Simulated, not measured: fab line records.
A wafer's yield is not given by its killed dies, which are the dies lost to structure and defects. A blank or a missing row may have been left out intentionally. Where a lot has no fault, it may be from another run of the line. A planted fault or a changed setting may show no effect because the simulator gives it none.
Chamber matching :: flow n5Finfet :: N5_FIN_SAQP_ETCH_51 on rieDiel-06 has 4 sister chambers
The step etches SiARC in CF4, target depth 45.5 nm, time 75.8 s. 16 wafers are shown with their chamber, then 8 later ones without.

== WAFERS WITH THEIR CHAMBER ==
wafer: L074.2
chamber: 3
drypumpMotorCurrentA (A): 5.4
showerheadPlenumPTorr (Torr): 2.15
throttleValvePct (%): 15.83

wafer: L074.3
chamber: 0
drypumpMotorCurrentA (A): 6.2
showerheadPlenumPTorr (Torr): 2.12
throttleValvePct (%): 16.03

wafer: L074.5
chamber: 2
drypumpMotorCurrentA (A): 5.7
showerheadPlenumPTorr (Torr): 2.11
throttleValvePct (%): 15.78

wafer: L075.2
chamber: 2
drypumpMotorCurrentA (A): 5.7
showerheadPlenumPTorr (Torr): 2.11
throttleValvePct (%): 15.80

wafer: L075.4
chamber: 3
drypumpMotorCurrentA (A): 5.4
showerheadPlenumPTorr (Torr): 2.15
throttleValvePct (%): 15.84

wafer: L075.6
chamber: 2
drypumpMotorCurrentA (A): 5.7
showerheadPlenumPTorr (Torr): 2.11
throttleValvePct (%): 15.78

wafer: L080.4
chamber: 0
drypumpMotorCurrentA (A): 6.2
showerheadPlenumPTorr (Torr): 2.11
throttleValvePct (%): 16.05

wafer: L080.5
chamber: 2
drypumpMotorCurrentA (A): 5.7
showerheadPlenumPTorr (Torr): 2.11
throttleValvePct (%): 15.82

wafer: L080.6
chamber: 1
drypumpMotorCurrentA (A): 6.5
showerheadPlenumPTorr (Torr): 2.20
throttleValvePct (%): 16.07

wafer: L082.3
chamber: 0
drypumpMotorCurrentA (A): 6.2
showerheadPlenumPTorr (Torr): 2.11
throttleValvePct (%): 16.04

wafer: L082.4
chamber: 3
drypumpMotorCurrentA (A): 5.4
showerheadPlenumPTorr (Torr): 2.14
throttleValvePct (%): 15.87

wafer: L082.6
chamber: 0
drypumpMotorCurrentA (A): 6.2
showerheadPlenumPTorr (Torr): 2.11
throttleValvePct (%): 16.06

wafer: L083.1
chamber: 0
drypumpMotorCurrentA (A): 6.2
showerheadPlenumPTorr (Torr): 2.11
throttleValvePct (%): 16.05

wafer: L083.4
chamber: 3
drypumpMotorCurrentA (A): 5.4
showerheadPlenumPTorr (Torr): 2.14
throttleValvePct (%): 15.87

wafer: L083.5
chamber: 0
drypumpMotorCurrentA (A): 6.2
showerheadPlenumPTorr (Torr): 2.11
throttleValvePct (%): 16.05

wafer: L084.2
chamber: 1
drypumpMotorCurrentA (A): 6.6
showerheadPlenumPTorr (Torr): 2.19
throttleValvePct (%): 16.08

SIGNATURES, as means of the wafers listed above
reading: drypumpMotorCurrentA
chamber 0: 6.200
chamber 1: 6.550
chamber 2: 5.700
chamber 3: 5.400
scatter within a chamber: 0.0204

reading: showerheadPlenumPTorr
chamber 0: 2.1117
chamber 1: 2.1950
chamber 2: 2.1100
chamber 3: 2.1450
scatter within a chamber: 0.00441

reading: throttleValvePct
chamber 0: 16.0467
chamber 1: 16.0750
chamber 2: 15.7950
chamber 3: 15.8525
scatter within a chamber: 0.0157
Rule: for a wafer and a chamber, the distance is found by dividing, reading by reading, the gap between the wafer's reading and the chamber's mean by the reading's scatter, squaring, summing and taking the root. The wafer belongs to the nearest chamber; if the next one is less than 2 further off, it can't be placed. The scatter: the root of (the sum of the squares of (reading less its chamber's mean) over the shown wafers, divided by (wafers less chambers)).

== WAFERS WHOSE CHAMBER IS MISSING ==
wafer: L084.3
drypumpMotorCurrentA (A): 5.4
showerheadPlenumPTorr (Torr): 2.14
throttleValvePct (%): 15.88

wafer: L084.6
drypumpMotorCurrentA (A): 6.6
showerheadPlenumPTorr (Torr): 2.19
throttleValvePct (%): 16.08

wafer: L091.1
drypumpMotorCurrentA (A): 5.4
showerheadPlenumPTorr (Torr): 2.13
throttleValvePct (%): 15.92

wafer: L091.4
drypumpMotorCurrentA (A): 6.2
showerheadPlenumPTorr (Torr): 2.11
throttleValvePct (%): 15.59

wafer: L091.5
drypumpMotorCurrentA (A): 5.7
showerheadPlenumPTorr (Torr): 2.10
throttleValvePct (%): 15.37

wafer: L096.3
drypumpMotorCurrentA (A): 5.4
showerheadPlenumPTorr (Torr): 2.13
throttleValvePct (%): 15.95

wafer: L096.4
drypumpMotorCurrentA (A): 5.7
showerheadPlenumPTorr (Torr): 2.10
throttleValvePct (%): 15.41

wafer: L096.5
drypumpMotorCurrentA (A): 6.5
showerheadPlenumPTorr (Torr): 2.18
throttleValvePct (%): 15.61

== CHAMBER TAKEN BY EACH ==
wafer: L084.3
from the rows above: 3
in truth: 3

wafer: L084.6
from the rows above: 1
in truth: 1

wafer: L091.1
from the rows above: 3
in truth: 3

wafer: L091.4
from the rows above: can't be placed: 2 or 0
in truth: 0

wafer: L091.5
from the rows above: 2
in truth: 2

wafer: L096.3
from the rows above: 3
in truth: 3

wafer: L096.4
from the rows above: 2
in truth: 2

wafer: L096.5
from the rows above: 1
in truth: 1
7 of 8 placed correctly. Cannot be placed on the basis of these rows: 1; the candidates contain the true chamber in 1. 0 placed wrongly.
